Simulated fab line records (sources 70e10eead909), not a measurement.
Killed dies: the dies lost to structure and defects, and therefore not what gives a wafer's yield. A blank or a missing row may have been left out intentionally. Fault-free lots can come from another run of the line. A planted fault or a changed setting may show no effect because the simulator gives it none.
Which tool did it? || flow nand_harc || 12 lots with 36 wafers sampled at 4 steps, on a route of 1302 steps

## WHAT EACH GAUGE READ, for each wafer
No reading from a measuring or inspecting step in the record can be judged against a usual standard deviation.

## WHICH TOOL RAN EACH LOT (tool, then ch and the chambers of the sampled wafers, then the start)
{"lot": "L571", "NHARC_A_STAIRCASE_HM_OPEN_463": "rie_diel-08 ch 0,3, day 18 11:40 or earlier", "NHARC_A_STAIRCASE_STRIP_316": "rie_diel-08 ch 1,2,3, day 18 11:40 or earlier", "NHARC_A_STAIRCASE_DEP_325": "pecvd-03 ch 0,1,2, day 18 11:40", "NHARC_A_STAIRCASE_STRIP_446": "plasma_asher-01 ch 0,1, day 19 03:10"}
{"lot": "L572", "NHARC_A_STAIRCASE_HM_OPEN_463": "rie_diel-08 ch 0,1,3, day 19 06:22 or earlier", "NHARC_A_STAIRCASE_STRIP_316": "rie_diel-08 ch 1,2,3, day 19 06:22 or earlier", "NHARC_A_STAIRCASE_DEP_325": "pecvd-02 ch 0,1,2, day 19 06:22", "NHARC_A_STAIRCASE_STRIP_446": "plasma_asher-02 ch 0,1, day 19 19:19"}
{"lot": "L573", "NHARC_A_STAIRCASE_HM_OPEN_463": "rie_diel-08 ch 0,2,3, day 19 06:22 or earlier", "NHARC_A_STAIRCASE_STRIP_316": "rie_diel-08 ch 0,1,3, day 19 06:22 or earlier", "NHARC_A_STAIRCASE_DEP_325": "pecvd-03 ch 0,1, day 19 06:22", "NHARC_A_STAIRCASE_STRIP_446": "plasma_asher-02 ch 0,1, day 19 19:35"}
{"lot": "L574", "NHARC_A_STAIRCASE_HM_OPEN_463": "rie_diel-02 ch 0,2,3, day 20 09:43 or earlier", "NHARC_A_STAIRCASE_STRIP_316": "rie_diel-02 ch 1,2, day 20 09:43 or earlier", "NHARC_A_STAIRCASE_DEP_325": "pecvd-03 ch 0,1,2, day 20 09:43", "NHARC_A_STAIRCASE_STRIP_446": "plasma_asher-02 ch 0,1, day 21 01:57"}
{"lot": "L577", "NHARC_A_STAIRCASE_HM_OPEN_463": "rie_diel-09 ch 0,3, day 20 09:49 or earlier", "NHARC_A_STAIRCASE_STRIP_316": "rie_diel-09 ch 2,3, day 20 09:49 or earlier", "NHARC_A_STAIRCASE_DEP_325": "pecvd-02 ch 0,2, day 20 09:49", "NHARC_A_STAIRCASE_STRIP_446": "plasma_asher-02 ch 0,1, day 21 02:14"}
{"lot": "L578", "NHARC_A_STAIRCASE_HM_OPEN_463": "rie_diel-09 ch 1,3, day 21 08:11 or earlier", "NHARC_A_STAIRCASE_STRIP_316": "rie_diel-09 ch 0,1, day 21 08:11 or earlier", "NHARC_A_STAIRCASE_DEP_325": "pecvd-02 ch 0,1,2, day 21 08:11", "NHARC_A_STAIRCASE_STRIP_446": "plasma_asher-01 ch 0,1, day 21 23:17"}
{"lot": "L580", "NHARC_A_STAIRCASE_HM_OPEN_463": "rie_diel-02 ch 1,3, day 22 06:35 or earlier", "NHARC_A_STAIRCASE_STRIP_316": "rie_diel-02 ch 0,1,3, day 22 06:35 or earlier", "NHARC_A_STAIRCASE_DEP_325": "pecvd-03 ch 0,1, day 22 06:35", "NHARC_A_STAIRCASE_STRIP_446": "plasma_asher-02 ch 0,1, day 22 22:18"}
{"lot": "L582", "NHARC_A_STAIRCASE_HM_OPEN_463": "rie_diel-08 ch 0,1,3, day 23 07:20 or earlier", "NHARC_A_STAIRCASE_STRIP_316": "rie_diel-08 ch 1,2,3, day 23 07:20 or earlier", "NHARC_A_STAIRCASE_DEP_325": "pecvd-03 ch 0,1,2, day 23 07:20", "NHARC_A_STAIRCASE_STRIP_446": "plasma_asher-02 ch 0,1, day 23 21:14"}
{"lot": "L583", "NHARC_A_STAIRCASE_HM_OPEN_463": "rie_diel-08 ch 1,2,3, day 23 18:14 or earlier", "NHARC_A_STAIRCASE_STRIP_316": "rie_diel-08 ch 1,2,3, day 23 18:14 or earlier", "NHARC_A_STAIRCASE_DEP_325": "pecvd-03 ch 0,2, day 23 18:14", "NHARC_A_STAIRCASE_STRIP_446": "plasma_asher-01 ch 0,1, day 24 06:29"}
{"lot": "L584", "NHARC_A_STAIRCASE_HM_OPEN_463": "rie_diel-08 ch 1,2, day 23 18:15 or earlier", "NHARC_A_STAIRCASE_STRIP_316": "rie_diel-08 ch 0,1,3, day 23 18:15 or earlier", "NHARC_A_STAIRCASE_DEP_325": "pecvd-02 ch 0,1, day 23 18:15", "NHARC_A_STAIRCASE_STRIP_446": "plasma_asher-02 ch 0,1, day 24 06:27"}
{"lot": "L592", "NHARC_A_STAIRCASE_HM_OPEN_463": "rie_diel-08 ch 1,2, day 27 12:52 or earlier", "NHARC_A_STAIRCASE_STRIP_316": "rie_diel-08 ch 1,2,3, day 27 12:52 or earlier", "NHARC_A_STAIRCASE_DEP_325": "pecvd-03 ch 0,1,2, day 27 12:52", "NHARC_A_STAIRCASE_STRIP_446": "plasma_asher-02 ch 0,1, day 28 03:52"}
{"lot": "L594", "NHARC_A_STAIRCASE_HM_OPEN_463": "rie_diel-08 ch 0,1,3, day 28 05:05 or earlier", "NHARC_A_STAIRCASE_STRIP_316": "rie_diel-08 ch 0,1,2, day 28 05:05 or earlier", "NHARC_A_STAIRCASE_DEP_325": "pecvd-03 ch 0,1,2, day 28 05:05", "NHARC_A_STAIRCASE_STRIP_446": "plasma_asher-01 ch 0,1, day 28 17:52"}
- NHARC_A_STAIRCASE_HM_OPEN_463: chemistry O2/COS.
- NHARC_A_STAIRCASE_STRIP_316: strips in O2.
- NHARC_A_STAIRCASE_DEP_325: deposits SiO2, target thk 7200 nm.
- NHARC_A_STAIRCASE_STRIP_446: strips in O2.

## WHAT THE TOOLS THEMSELVES READ (means of the sampled wafers that have a number; where no wafer has one, the mark that the record gives instead)
NHARC_A_STAIRCASE_HM_OPEN_463. Usual: drypump_motor_current_A 5.8 A, standard deviation 0.49; oes_product_au 1.001 a.u., standard deviation 0.0083; rf_vpp_V 467 V, standard deviation 3.5; showerhead_plenum_p_Torr 3.11 Torr, standard deviation 0.16; throttle_valve_pct 28.330 %, standard deviation 0.009.
{"lot": "L571", "tool": "rie_diel-08", "drypump_motor_current_A (A)": 5.8, "oes_product_au (a.u.)": 1.004, "rf_vpp_V (V)": 463, "showerhead_plenum_p_Torr (Torr)": 2.92, "throttle_valve_pct (%)": 28.334, "flag": ""}
{"lot": "L572", "tool": "rie_diel-08", "drypump_motor_current_A (A)": 5.8, "oes_product_au (a.u.)": 1.004, "rf_vpp_V (V)": 464, "showerhead_plenum_p_Torr (Torr)": 2.99, "throttle_valve_pct (%)": 28.333, "flag": ""}
{"lot": "L573", "tool": "rie_diel-08", "drypump_motor_current_A (A)": 5.5, "oes_product_au (a.u.)": 0.993, "rf_vpp_V (V)": 463, "showerhead_plenum_p_Torr (Torr)": 2.95, "throttle_valve_pct (%)": 28.334, "flag": ""}
{"lot": "L574", "tool": "rie_diel-02", "drypump_motor_current_A (A)": 6.1, "oes_product_au (a.u.)": 0.998, "rf_vpp_V (V)": 470, "showerhead_plenum_p_Torr (Torr)": 3.23, "throttle_valve_pct (%)": 28.337, "flag": ""}
{"lot": "L577", "tool": "rie_diel-09", "drypump_motor_current_A (A)": 5.6, "oes_product_au (a.u.)": 1.002, "rf_vpp_V (V)": 464, "showerhead_plenum_p_Torr (Torr)": 2.96, "throttle_valve_pct (%)": 28.324, "flag": ""}
{"lot": "L578", "tool": "rie_diel-09", "drypump_motor_current_A (A)": 6.2, "oes_product_au (a.u.)": 1.000, "rf_vpp_V (V)": 466, "showerhead_plenum_p_Torr (Torr)": 3.04, "throttle_valve_pct (%)": 28.328, "flag": ""}
{"lot": "L580", "tool": "rie_diel-02", "drypump_motor_current_A (A)": 6.5, "oes_product_au (a.u.)": 1.003, "rf_vpp_V (V)": 469, "showerhead_plenum_p_Torr (Torr)": 3.26, "throttle_valve_pct (%)": 28.326, "flag": ""}
{"lot": "L582", "tool": "rie_diel-08", "drypump_motor_current_A (A)": 5.8, "oes_product_au (a.u.)": 1.002, "rf_vpp_V (V)": 465, "showerhead_plenum_p_Torr (Torr)": 2.98, "throttle_valve_pct (%)": 28.325, "flag": ""}
{"lot": "L583", "tool": "rie_diel-08", "drypump_motor_current_A (A)": 5.9, "oes_product_au (a.u.)": 1.004, "rf_vpp_V (V)": 464, "showerhead_plenum_p_Torr (Torr)": 3.01, "throttle_valve_pct (%)": 28.326, "flag": ""}
{"lot": "L584", "tool": "rie_diel-08", "drypump_motor_current_A (A)": 5.9, "oes_product_au (a.u.)": 1.006, "rf_vpp_V (V)": 467, "showerhead_plenum_p_Torr (Torr)": 3.08, "throttle_valve_pct (%)": 28.333, "flag": ""}
{"lot": "L592", "tool": "rie_diel-08", "drypump_motor_current_A (A)": 5.7, "oes_product_au (a.u.)": 0.992, "rf_vpp_V (V)": 465, "showerhead_plenum_p_Torr (Torr)": 3.04, "throttle_valve_pct (%)": 28.332, "flag": ""}
{"lot": "L594", "tool": "rie_diel-08", "drypump_motor_current_A (A)": 5.8, "oes_product_au (a.u.)": 0.987, "rf_vpp_V (V)": 470, "showerhead_plenum_p_Torr (Torr)": 3.28, "throttle_valve_pct (%)": 28.327, "flag": ""}

NHARC_A_STAIRCASE_STRIP_316. Usual: drypump_motor_current_A 5.8 A, standard deviation 0.51; oes_product_au 1.003 a.u., standard deviation 0.0086; rf_vpp_V 57.7 V, standard deviation 0.95; showerhead_plenum_p_Torr 3.52 Torr, standard deviation 0.18; throttle_valve_pct 17.036 %, standard deviation 0.01.
{"lot": "L571", "tool": "rie_diel-08", "drypump_motor_current_A (A)": 5.9, "oes_product_au (a.u.)": 1.000, "rf_vpp_V (V)": 57.6, "showerhead_plenum_p_Torr (Torr)": 3.43, "throttle_valve_pct (%)": 17.035, "flag": ""}
{"lot": "L572", "tool": "rie_diel-08", "drypump_motor_current_A (A)": 5.9, "oes_product_au (a.u.)": 1.002, "rf_vpp_V (V)": 57.4, "showerhead_plenum_p_Torr (Torr)": 3.43, "throttle_valve_pct (%)": 17.036, "flag": ""}
{"lot": "L573", "tool": "rie_diel-08", "drypump_motor_current_A (A)": 5.8, "oes_product_au (a.u.)": 1.005, "rf_vpp_V (V)": 56.3, "showerhead_plenum_p_Torr (Torr)": 3.38, "throttle_valve_pct (%)": 17.038, "flag": ""}
{"lot": "L574", "tool": "rie_diel-02", "drypump_motor_current_A (A)": 6.0, "oes_product_au (a.u.)": 1.002, "rf_vpp_V (V)": 58.0, "showerhead_plenum_p_Torr (Torr)": 3.45, "throttle_valve_pct (%)": 17.040, "flag": ""}
{"lot": "L577", "tool": "rie_diel-09", "drypump_motor_current_A (A)": 6.0, "oes_product_au (a.u.)": 1.011, "rf_vpp_V (V)": 57.0, "showerhead_plenum_p_Torr (Torr)": 3.45, "throttle_valve_pct (%)": 17.036, "flag": ""}
{"lot": "L578", "tool": "rie_diel-09", "drypump_motor_current_A (A)": 5.4, "oes_product_au (a.u.)": 0.996, "rf_vpp_V (V)": 57.4, "showerhead_plenum_p_Torr (Torr)": 3.49, "throttle_valve_pct (%)": 17.026, "flag": ""}
{"lot": "L580", "tool": "rie_diel-02", "drypump_motor_current_A (A)": 6.2, "oes_product_au (a.u.)": 1.004, "rf_vpp_V (V)": 59.0, "showerhead_plenum_p_Torr (Torr)": 3.67, "throttle_valve_pct (%)": 17.026, "flag": ""}
{"lot": "L582", "tool": "rie_diel-08", "drypump_motor_current_A (A)": 5.9, "oes_product_au (a.u.)": 1.014, "rf_vpp_V (V)": 57.3, "showerhead_plenum_p_Torr (Torr)": 3.41, "throttle_valve_pct (%)": 17.044, "flag": ""}
{"lot": "L583", "tool": "rie_diel-08", "drypump_motor_current_A (A)": 5.9, "oes_product_au (a.u.)": 1.005, "rf_vpp_V (V)": 58.1, "showerhead_plenum_p_Torr (Torr)": 3.41, "throttle_valve_pct (%)": 17.028, "flag": ""}
{"lot": "L584", "tool": "rie_diel-08", "drypump_motor_current_A (A)": 5.8, "oes_product_au (a.u.)": 1.007, "rf_vpp_V (V)": 57.0, "showerhead_plenum_p_Torr (Torr)": 3.36, "throttle_valve_pct (%)": 17.039, "flag": ""}
{"lot": "L592", "tool": "rie_diel-08", "drypump_motor_current_A (A)": 6.0, "oes_product_au (a.u.)": 0.994, "rf_vpp_V (V)": 57.4, "showerhead_plenum_p_Torr (Torr)": 3.57, "throttle_valve_pct (%)": 17.035, "flag": ""}
{"lot": "L594", "tool": "rie_diel-08", "drypump_motor_current_A (A)": 5.5, "oes_product_au (a.u.)": 0.990, "rf_vpp_V (V)": 58.4, "showerhead_plenum_p_Torr (Torr)": 3.57, "throttle_valve_pct (%)": 17.027, "flag": ""}

NHARC_A_STAIRCASE_DEP_325. Usual: heater_power_w 627 W, standard deviation 100; rf_fwd_power_W 499.6 W, standard deviation 1.4.
{"lot": "L571", "tool": "pecvd-03", "heater_power_w (W)": 639, "rf_fwd_power_W (W)": 498.2, "flag": ""}
{"lot": "L572", "tool": "pecvd-02", "heater_power_w (W)": 668, "rf_fwd_power_W (W)": 500.5, "flag": ""}
{"lot": "L573", "tool": "pecvd-03", "heater_power_w (W)": 579, "rf_fwd_power_W (W)": 498.5, "flag": ""}
{"lot": "L574", "tool": "pecvd-03", "heater_power_w (W)": 659, "rf_fwd_power_W (W)": 499.9, "flag": ""}
{"lot": "L577", "tool": "pecvd-02", "heater_power_w (W)": 604, "rf_fwd_power_W (W)": 499.4, "flag": ""}
{"lot": "L578", "tool": "pecvd-02", "heater_power_w (W)": 671, "rf_fwd_power_W (W)": 499.9, "flag": ""}
{"lot": "L580", "tool": "pecvd-03", "heater_power_w (W)": 636, "rf_fwd_power_W (W)": 501.1, "flag": ""}
{"lot": "L582", "tool": "pecvd-03", "heater_power_w (W)": 651, "rf_fwd_power_W (W)": 498.9, "flag": ""}
{"lot": "L583", "tool": "pecvd-03", "heater_power_w (W)": 669, "rf_fwd_power_W (W)": 500.1, "flag": ""}
{"lot": "L584", "tool": "pecvd-02", "heater_power_w (W)": 575, "rf_fwd_power_W (W)": 500.1, "flag": ""}
{"lot": "L592", "tool": "pecvd-03", "heater_power_w (W)": 631, "rf_fwd_power_W (W)": 559.2, "flag": "OFF"}
{"lot": "L594", "tool": "pecvd-03", "heater_power_w (W)": 586, "rf_fwd_power_W (W)": 560.2, "flag": "OFF"}

NHARC_A_STAIRCASE_STRIP_446. Usual: drypump_motor_current_A 6.0 A, standard deviation 0.38; heater_power_w 314 W, standard deviation 26.
{"lot": "L571", "tool": "plasma_asher-01", "drypump_motor_current_A (A)": 5.9, "heater_power_w (W)": 325, "flag": ""}
{"lot": "L572", "tool": "plasma_asher-02", "drypump_motor_current_A (A)": 6.1, "heater_power_w (W)": 314, "flag": ""}
{"lot": "L573", "tool": "plasma_asher-02", "drypump_motor_current_A (A)": 6.2, "heater_power_w (W)": 313, "flag": ""}
{"lot": "L574", "tool": "plasma_asher-02", "drypump_motor_current_A (A)": 6.1, "heater_power_w (W)": 317, "flag": ""}
{"lot": "L577", "tool": "plasma_asher-02", "drypump_motor_current_A (A)": 5.8, "heater_power_w (W)": 298, "flag": ""}
{"lot": "L578", "tool": "plasma_asher-01", "drypump_motor_current_A (A)": 5.9, "heater_power_w (W)": 321, "flag": ""}
{"lot": "L580", "tool": "plasma_asher-02", "drypump_motor_current_A (A)": 5.8, "heater_power_w (W)": 291, "flag": ""}
{"lot": "L582", "tool": "plasma_asher-02", "drypump_motor_current_A (A)": 6.1, "heater_power_w (W)": 310, "flag": ""}
{"lot": "L583", "tool": "plasma_asher-01", "drypump_motor_current_A (A)": 6.0, "heater_power_w (W)": 336, "flag": ""}
{"lot": "L584", "tool": "plasma_asher-02", "drypump_motor_current_A (A)": 6.1, "heater_power_w (W)": 316, "flag": ""}
{"lot": "L592", "tool": "plasma_asher-02", "drypump_motor_current_A (A)": 5.9, "heater_power_w (W)": 299, "flag": ""}
{"lot": "L594", "tool": "plasma_asher-01", "drypump_motor_current_A (A)": 6.0, "heater_power_w (W)": 333, "flag": ""}

## THE ANSWER, worked out from the rows above alone
Rule: a lot is off if the mean of its wafers that have a number lies more than 3 standard deviations from the usual mean. Also off: a lot with no number at a reading for which 4 or more lots have one. Where the step has rows for the other lots, those lots are counted as sound. Order of review: gauges by route order, followed by the tools' own readings, for which a lot's mean as printed above is used. The first step at which some lot is off is used, and at that step the reading that is off furthest; a lot without a number counts as furthest.
Off, at NHARC_A_STAIRCASE_DEP_325 on rf_fwd_power_W: L592, L594.
If a tool, at that step or one of the process steps before it, ran each lot that is off and ran no sound lot following the first of them, it fits. NHARC_A_STAIRCASE_HM_OPEN_463: start missing for some lots; hours and lot order therefore follow NHARC_A_STAIRCASE_DEP_325. NHARC_A_STAIRCASE_STRIP_316: start missing for some lots; hours and lot order therefore follow NHARC_A_STAIRCASE_DEP_325. This does not decide it: 2 tools fit, namely rie_diel-08 at NHARC_A_STAIRCASE_HM_OPEN_463 and NHARC_A_STAIRCASE_STRIP_316 and pecvd-03 at NHARC_A_STAIRCASE_DEP_325.

## WHAT HAD BEEN PUT IN BY THE SIMULATOR
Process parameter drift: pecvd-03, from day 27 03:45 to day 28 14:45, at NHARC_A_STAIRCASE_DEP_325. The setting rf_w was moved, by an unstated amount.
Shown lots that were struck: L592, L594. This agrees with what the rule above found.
